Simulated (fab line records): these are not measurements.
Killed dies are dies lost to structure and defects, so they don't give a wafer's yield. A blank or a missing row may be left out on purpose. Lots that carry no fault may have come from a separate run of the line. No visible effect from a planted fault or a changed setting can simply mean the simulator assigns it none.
fab line records | flow n5_finfet
[record] lots = 7 wafers = 39
route steps=1938 shown HKMG_FIN@438 GATE_CUT@466 MOL_CONTACT_COAG@599
start_h: hours from the record's first day to the start of the lot's first wafer shown | wait_h: hours from the lot's prior step to this one | " identical to the entry in the row above | L1.1+2: one row covering several wafers at once | - no value, or no start was given | * or withheld: withheld | < > ~ a bound
route shown NAME@n: a module of which the file shows steps, and the number in the route of the first | usual: mean and standard deviation over wafers with no fault | same: alike in all rows | chamber/n: place in a boat | sites: the reading at each site | _std_site: standard deviation of those values | _edge_site: outer sites' mean less inner sites' | radius_mm: how far each site lies from the wafer's centre | mask NAME#n: copy n | behind: tool/chamber where the wafer was last shaped | hold: cause of the lot's hold/its duration in hours/its outcome | device: transistor that didn't switch, given as n, p or np | end of line: tests of these same wafers at the route's end | for a step that has no rows: nothing shown but its recipe | killed: the dies lost at the first sort to structure and to defects; this is not the yield of the wafer | map: the dies of a wafer, with x for killed, . for not killed, _ for no die there
set.NAME: setting as actually run; set.NAME@STEP: the setting as run at that earlier step | model.NAME: the simulator's own value behind a step, which no gauge read
one table per step and one row per wafer, for lots whose settings were changed on purpose
[[steps]]
[step N5_HKMG_FIN_ETCH_35]
[recipe] chemistry = N2/H2 target = SOC target_depth_a = 2158 ion_energy_ev = 65 bias_w = 5 source_w = 3000 time_s = 243.4 pressure_mtorr = 30 n2_flow_sccm = 200 h2_flow_sccm = 200
[usual] rf_vpp_V = 141.7/1.1
// columns lot.wafer tool chamber start_h wait_h set.bias_w rf_vpp_V model.etch.depth_nm model.HKMG_FIN.feature_depth_nm model.SOC_of_HKMG_FIN_COAT_29.thk_nm
L075.1 rie_diel-06 2 80.44 0.0 5 143.0 214.2 214.2 86.4
L075.2 " 1 " " 5 141.3 218.4 218.4 82.6
L075.3 " 0 " " 5.8 157.9 234.2 234.2 66.8
L075.4 " 3 " " 5.8 156.2 231.8 231.8 68.6
L075.5 " 2 " " 5 141.2 214.8 214.8 86.6
L075.6 " 1 " " 5.8 156.4 232.9 232.8 69
L079.1 rie_diel-01 0 108.36 0.0 5 141.7 213.6 213.6 86.6
L079.2 " 2 " " 5.801 154.1 233.8 233.8 66.6
L079.3 " 3 " " 5 140.2 214 214 86.6
L079.4 " 1 " " 5 141.6 212.2 212.2 89
L079.5 " 3 " " 5.801 154.8 229.6 229.6 71
L079.6 " 2 " " 5.801 154.8 233.7 233.6 66.8
L081.1 rie_diel-01 0 120.88 0.0 5.76 155.9 228.8 228.8 72.6
L081.2 " 3 " " 5 141.5 216.2 216.2 84
L081.3 " 1 " " 5 141.4 214.4 214.4 86.6
L081.4 " 2 " " 5.76 153.8 231.4 231.4 71
L081.5 " 1 " " 5.76 154.0 231.3 231.4 70.8
L081.6 " 2 " " 5 143.6 217.1 217.2 84
L082.1 rie_diel-01 1 127.50 0.0 5 140.2 213.1 213 86.4
L082.2 " 2 " " 4.268 126.7 202.5 202.4 97.6
L082.3 " 3 " " 5 140.7 214.3 214.4 85.8
L082.4 " 0 " " 5 141.1 215 215 85.2
L082.5 " 0 " " 4.268 128.3 198.1 198.2 102.6
L082.6 " 1 " " 4.268 128.0 198.7 198.6 101.2
L086.1 rie_diel-05 0 151.53 0.0 5 142.5 214.6 214.6 84.6
L086.2 " 3 " " 5 142.6 217.5 217.4 81.8
L086.3 " 2 " " 5 141.8 220.1 220.2 79.8
L086.4 " 1 " " 5 142.2 221.6 221.6 78.6
L086.5 " 1 " " 5 142.3 220.4 220.4 80
L086.6 " 2 " " 5 143.4 220.4 220.4 78.8
L092.3 rie_diel-06 3 185.80 0.0 5 142.2 215.1 215.2 86.6
L092.4 " 1 " " 5 144.4 215.3 215.2 86.2
L092.6 " 3 " " 5 144.5 214.5 214.4 86
L095.1 rie_diel-01 0 202.49 0.0 4.27 128.3 199.8 199.8 101.4
L095.2 " 1 " " 4.27 127.5 200.8 200.8 98.6
L095.3 " 2 " " 5 140.5 216.9 217 83
L095.4 " 3 " " 5 140.4 213.7 213.6 87
L095.5 " 1 " " 5 142.5 213 213 87.6
L095.6 " 0 " " 4.27 127.0 198.3 198.2 102.2
[step N5_GATE_CUT_ETCH_56]
[recipe] chemistry = Cl2/Ar target = TiN target_depth_a = 216 pressure_mtorr = 10 icp_w = 600 bias_w = 60 Cl2_flow_sccm = 40 Ar_flow_sccm = 60
// columns lot.wafer tool chamber start_h wait_h set.target_depth_a model.etch.depth_nm
L075.1 rie_metal-01 0 84.72 0.1 216 21.66
L075.2 " 1 " " 216 21.4
L075.3 " 0 " " 208.4 20.69
L075.4 " 1 " " 208.4 20.66
L075.5 " 0 " " 208.4 20.75
L075.6 " 1 " " 216 21.29
L079.1 rie_metal-03 1 112.65 0.1 240.8 23.27
L079.2 " 0 " " 216 21.79
L079.3 " 0 " " 216 21.66
L079.4 " 1 " " 240.8 23.48
L079.5 " 0 " " 240.8 24.42
L079.6 " 1 " " 216 21.12
L081.1 rie_metal-02 1 125.47 0.1 216 22.01
L081.2 " 0 " " 216 21.96
L081.3 " 0 " " 240.7 24.56
L081.4 " 1 " " 240.7 24.15
L081.5 " 0 " " 240.7 24.52
L081.6 " 1 " " 216 21.73
L082.1 rie_metal-03 1 132.07 0.2 216 20.85
L082.2 " 1 " " 205.3 19.76
L082.3 " 1 " " 205.3 19.92
L082.4 " 1 " " 216 20.84
L082.5 " 1 " " 216 20.68
L082.6 " 1 " " 205.3 19.9
L086.1 rie_metal-03 1 156.37 0.1 216 21.21
L086.2 " 0 " " 216 21.97
L086.3 " 0 " " 216 21.96
L086.4 " 1 " " 216 21.29
L086.5 " 1 " " 216 21.33
L086.6 " 0 " " 216 22.15
L092.3 rie_metal-02 0 190.11 0.1 216 21.74
L092.4 " 1 " " 216 21.68
L092.6 " 0 " " 216 21.93
L095.1 rie_metal-02 0 206.72 0.1 216 22.09
L095.2 " 1 " " 216 21.89
L095.3 " 1 " " 232.1 23.43
L095.4 " 0 " " 232.1 23.5
L095.5 " 1 " " 216 21.72
L095.6 " 0 " " 232.1 23.8
[step N5_MOL_CONTACT_COAG_EXPOSE_37]
[recipe] mask_id = VD na = 0.33 source_shape = annular sigma_inner = 0.3 sigma_outer = 0.7 polarization = unpolarized defocus_nm = 0 dose_mj = 62
// columns lot.wafer tool chamber start_h wait_h mask set.dose_mj
L075.1+2+3+4+5+6 euv_scanner-02 0 102.52 - VD#0 62
L079.1+4+6 euv_scanner-01 0 132.06 - VD#0 59
L079.2+3+5 " 0 " " VD#0 62
L081.1+3+6 euv_scanner-01 0 145.19 - VD#0 66.86
L081.2+4+5 " 0 " " VD#0 62
L082.1+3+5 euv_scanner-01 0 151.42 - VD#0 62
L082.2+4+6 " 0 " " VD#0 66.81
L086.1+5+6 euv_scanner-02 0 177.42 - VD#0 58.01
L086.2+3+4 " 0 " " VD#0 62
L092.3+4+6 euv_scanner-02 0 210.59 - VD#0 62
L095.1+2+4 euv_scanner-01 0 226.36 - VD#0 62
L095.3+5+6 " 0 " " VD#0 66.4
[step N5_MOL_CONTACT_COAG_PEB_38]
[recipe] peb_temp_c = 100 peb_time_s = 60 resist = CAR-EUV
[step N5_MOL_CONTACT_COAG_DEVELOP_39]
[recipe] develop_time_s = 30 developer = TMAH resist = CAR-EUV rinse_liquid = surfactant_rinse dry = air_spin dev_temp_c = 23
[step N5_MOL_CONTACT_COAG_CD_MEAS_40]
[recipe] target_cd_nm = 25.1 landing_energy_ev = 500 detector = se_inlens polarity = opening
[usual] cd_nm = 25.12/0.22
// columns lot.wafer tool chamber start_h wait_h set.dose_mj@MOL_CONTACT_COAG_EXPOSE_37 cd_nm
L075.1 cd_sem-02 0 102.67 - 62 25.21
L075.2 " 0 " " 62 25.42
L075.3 " 0 " " 62 25.19
L075.4 " 0 " " 62 25.05
L075.5 " 0 " " 62 25.38
L075.6 " 0 " " 62 25.10
L079.1 cd_sem-02 0 132.21 - 59 24.02
L079.2 " 0 " " 62 25.49
L079.3 " 0 " " 62 25.24
L079.4 " 0 " " 59 24.21
L079.5 " 0 " " 62 25.40
L079.6 " 0 " " 59 24.13
L081.1 cd_sem-02 0 145.34 - 66.86 26.84
L081.2 " 0 " " 62 25.08
L081.3 " 0 " " 66.86 26.23
L081.4 " 0 " " 62 25.17
L081.5 " 0 " " 62 25.47
L081.6 " 0 " " 66.86 26.59
L082.1 cd_sem-01 0 151.56 - 62 25.13
L082.2 " 0 " " 66.81 26.98
L082.3 " 0 " " 62 24.90
L082.4 " 0 " " 66.81 26.42
L082.5 " 0 " " 62 25.38
L082.6 " 0 " " 66.81 26.73
L086.1 cd_sem-01 0 177.56 - 58.01 23.98
L086.2 " 0 " " 62 25.19
L086.3 " 0 " " 62 25.24
L086.4 " 0 " " 62 24.93
L086.5 " 0 " " 58.01 23.81
L086.6 " 0 " " 58.01 24.16
L092.3 cd_sem-02 0 210.72 - 62 24.93
L092.4 " 0 " " 62 25.27
L092.6 " 0 " " 62 25.35
L095.1 cd_sem-02 0 226.51 - 62 25.04
L095.2 " 0 " " 62 25.08
L095.3 " 0 " " 66.4 26.47
L095.4 " 0 " " 62 25.00
L095.5 " 0 " " 66.4 26.10
L095.6 " 0 " " 66.4 26.09
[step N5_MOL_CONTACT_COAG_VIA_ETCH_117]
[recipe] chemistry = C4F6/O2 target_depth_a = 400 overetch_a = 80 mask_material = SOC target = SiO2 bias_w = 455 pressure_mtorr = 10 time_s = 26 source_w = 325 Ar_flow_sccm = 300 C4F6_flow_sccm = 10 O2_flow_sccm = 10 ion_energy_ev = 575.3 ends = end_point
// columns lot.wafer tool chamber start_h wait_h set.target_depth_a model.SOC_of_MOL_CONTACT_COAG_COAT_62.thk_nm
L075.1+2+3+5 rie_diel-01 0,1,2,1 103.26 0.0 400 51.6
L075.4 " 3 " " 400 51.8
L075.6 " 2 " " 400 51.4
L079.1+2+5+6 rie_diel-05 2,1,1,2 133.18 0.0 400 51.4
L079.3+4 " 0,3 " " 400 51.6
L081.1 rie_diel-01 3 146.20 0.0 400 51.4
L081.2+4 " 1,0 " " 417.4 51.4
L081.3+5 " 2 " " 400 51.2
L081.6 " 3 " " 417.4 51
L082.1 rie_diel-01 1 152.41 0.0 400 51.6
L082.2 " 2 " " 400 51.4
L082.3+5 " 0,1 " " 451.7 51
L082.4 " 3 " " 451.7 50.8
L082.6 " 0 " " 400 51.8
L086.1 rie_diel-06 0 178.28 0.0 400 51.4
L086.2+5+6 " 1,0,3 " " 359.9 52.2
L086.3+4 " 2,3 " " 400 51.6
L092.3+6 rie_diel-06 0 211.51 0.0 400 51.6
L092.4 " 2 " " 400 52
L095.1 rie_diel-05 3 227.10 0.0 400 51.6
L095.2+6 " 1,2 " " 447.6 50.8
L095.3 " 0 " " 447.6 51
L095.4+5 " 2,1 " " 400 51.4
[step N5_MOL_CONTACT_COAG_ETCH_124]
[recipe] chemistry = CH3F/O2 target = SiNx target_depth_a = 65 mask_material = SOC stop_on = SiOC over_etch_frac = 0.3 ion_energy_ev = 120 pressure_mtorr = 30 source_w = 395 bias_w = 73 Ar_flow_sccm = 150 CH3F_flow_sccm = 30 O2_flow_sccm = 20 ends = end_point
// columns lot.wafer tool chamber start_h wait_h set.target_depth_a@MOL_CONTACT_COAG_VIA_ETCH_117 model.etch.depth_nm
L075.1 rie_diel-01 0 103.29 0.0 400 5.012
L075.2+3 " 1,2 " " 400 5.024
L075.4 " 3 " " 400 5.003
L075.5 " 1 " " 400 5.028
L075.6 " 2 " " 400 5.008
L079.1 rie_diel-05 2 133.21 0.0 400 4.961
L079.2 " 1 " " 400 5.004
L079.3 " 0 " " 400 5.009
L079.4 " 3 " " 400 4.983
L079.5 " 1 " " 400 5.012
L079.6 " 2 " " 400 4.981
L081.1 rie_diel-01 3 146.22 0.0 400 5.012
L081.2 " 1 " " 417.4 4.901
L081.3 " 2 " " 400 5.036
L081.4 " 0 " " 417.4 4.909
L081.5 " 2 " " 400 5.011
L081.6 " 3 " " 417.4 4.877
L082.1 rie_diel-01 1 152.44 0.0 400 5.021
L082.2 " 2 " " 400 5.044
L082.3 " 0 " " 451.7 4.696
L082.4 " 3 " " 451.7 4.682
L082.5 " 1 " " 451.7 4.674
L082.6 " 0 " " 400 5.005
L086.1 rie_diel-06 0 178.30 0.0 400 5.039
L086.2 " 1 " " 359.9 5.004
L086.3 " 2 " " 400 5.03
L086.4 " 3 " " 400 5.041
L086.5 " 0 " " 359.9 5.015
L086.6 " 3 " " 359.9 5.034
L092.3 rie_diel-06 0 211.54 0.0 400 4.979
L092.4 " 2 " " 400 4.998
L092.6 " 0 " " 400 4.967
L095.1 rie_diel-05 3 227.13 0.0 400 4.982
L095.2 " 1 " " 447.6 4.64
L095.3 " 0 " " 447.6 4.676
L095.4 " 2 " " 400 4.984
L095.5 " 1 " " 400 4.994
L095.6 " 2 " " 447.6 4.668
[step N5_MOL_CONTACT_COAG_ETCH_48]
[recipe] chemistry = C4F6/O2 target_depth_a = 150 overetch_a = 45 mask_material = SOC target = SiOC bias_w = 465 pressure_mtorr = 10 time_s = 17 source_w = 335 Ar_flow_sccm = 300 C4F6_flow_sccm = 10 O2_flow_sccm = 10 ion_energy_ev = 576
[step N5_MOL_CONTACT_COAG_STRIP_72]
[recipe] chemistry = N2/H2 power_w = 450 temp_c = 40 pressure_mtorr = 20 rf_frequency_hz = 6e+07 overash_fraction = 3 bias_power_w = 7 h2_frac = 0.5 n2_flow_sccm = 200 h2_flow_sccm = 200
[step N5_MOL_CONTACT_COAG_PRECLEAN_138]
[recipe] chemistry = alkaline_clean temp_c = 60 time_s = 60 do_ppb = 50
[step N5_MOL_CONTACT_COAG_SRD_139]
[recipe] dry = ipa_marangoni time_s = 30 temp_c = 23 rinse_liquid = diw
[step N5_MOL_CONTACT_COAG_CD_MEAS_101]
[recipe] target_cd_nm = 16
[usual] cd_nm = 16.00/0.3
// columns lot.wafer tool chamber start_h wait_h set.dose_mj@MOL_CONTACT_COAG_EXPOSE_37 cd_nm
L075.1 cd_sem-01 - 103.61 0.0 62 16.72
L075.2 " - " " 62 16.05
L075.3 " - " " 62 15.82
L075.4 " - " " 62 15.90
L075.5 " - " " 62 15.99
L075.6 " - " " 62 15.74
L079.1 cd_sem-01 - 133.77 0.0 59 14.67
L079.2 " - " " 62 16.84
L079.3 " - " " 62 15.80
L079.4 " - " " 59 14.73
L079.5 " - " " 62 16.10
L079.6 " - " " 59 15.08
L081.1 cd_sem-02 - 146.55 0.0 66.86 17.05
L081.2 " - " " 62 16.13
L081.3 " - " " 66.86 17.77
L081.4 " - " " 62 16.11
L081.5 " - " " 62 15.95
L081.6 " - " " 66.86 17.67
L082.1 cd_sem-02 - 152.76 0.0 62 15.92
L082.2 " - " " 66.81 17.50
L082.3 " - " " 62 15.92
L082.4 " - " " 66.81 17.85
L082.5 " - " " 62 15.84
L082.6 " - " " 66.81 17.35
L086.1 cd_sem-03 - 178.63 0.0 58.01 14.73
L086.2 " - " " 62 15.80
L086.3 " - " " 62 16.33
L086.4 " - " " 62 15.97
L086.5 " - " " 58.01 15.20
L086.6 " - " " 58.01 15.00
L092.3 cd_sem-02 - 211.87 0.0 62 16.29
L092.4 " - " " 62 16.16
L092.6 " - " " 62 15.53
L095.1 cd_sem-03 - 227.45 0.0 62 16.14
L095.2 " - " " 62 15.64
L095.3 " - " " 66.4 16.71
L095.4 " - " " 62 15.74
L095.5 " - " " 66.4 17.36
L095.6 " - " " 66.4 17.03
[[key]]
[split] step = N5_HKMG_FIN_ETCH_35 setting = bias_w stated = 5 by = wafer
[response] step = N5_HKMG_FIN_ETCH_35 reading = rf_vpp_V change = +0.88 per = 1% r = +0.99
[response] step = N5_HKMG_FIN_ETCH_35 reading = model.etch.depth_nm change = +1.05 per = 1% r = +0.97
[response] step = N5_HKMG_FIN_ETCH_35 reading = model.HKMG_FIN.feature_depth_nm change = +1.05 per = 1% r = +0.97
[response] step = N5_HKMG_FIN_ETCH_35 reading = model.SOC_of_HKMG_FIN_COAT_29.thk_nm change = -1.04 per = 1% r = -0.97
[split] step = N5_GATE_CUT_ETCH_56 setting = target_depth_a stated = 216 by = wafer
[response] step = N5_GATE_CUT_ETCH_56 reading = model.etch.depth_nm change = +0.208 per = 1% r = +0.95
[split] step = N5_MOL_CONTACT_COAG_EXPOSE_37 setting = dose_mj stated = 62 by = wafer
[response] step = N5_MOL_CONTACT_COAG_CD_MEAS_40 reading = cd_nm change = +0.187 per = 1% r = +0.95
[response] step = N5_MOL_CONTACT_COAG_CD_MEAS_101 reading = cd_nm change = +0.196 per = 1% r = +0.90
[split] step = N5_MOL_CONTACT_COAG_VIA_ETCH_117 setting = target_depth_a stated = 400 by = wafer
[response] step = N5_MOL_CONTACT_COAG_VIA_ETCH_117 reading = model.SOC_of_MOL_CONTACT_COAG_COAT_62.thk_nm change = -0.0524 per = 1% r = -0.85
[response] step = N5_MOL_CONTACT_COAG_ETCH_124 reading = model.etch.depth_nm shape = bent at_lowest = 5.017 at_stated = 5.007 at_highest = 4.684
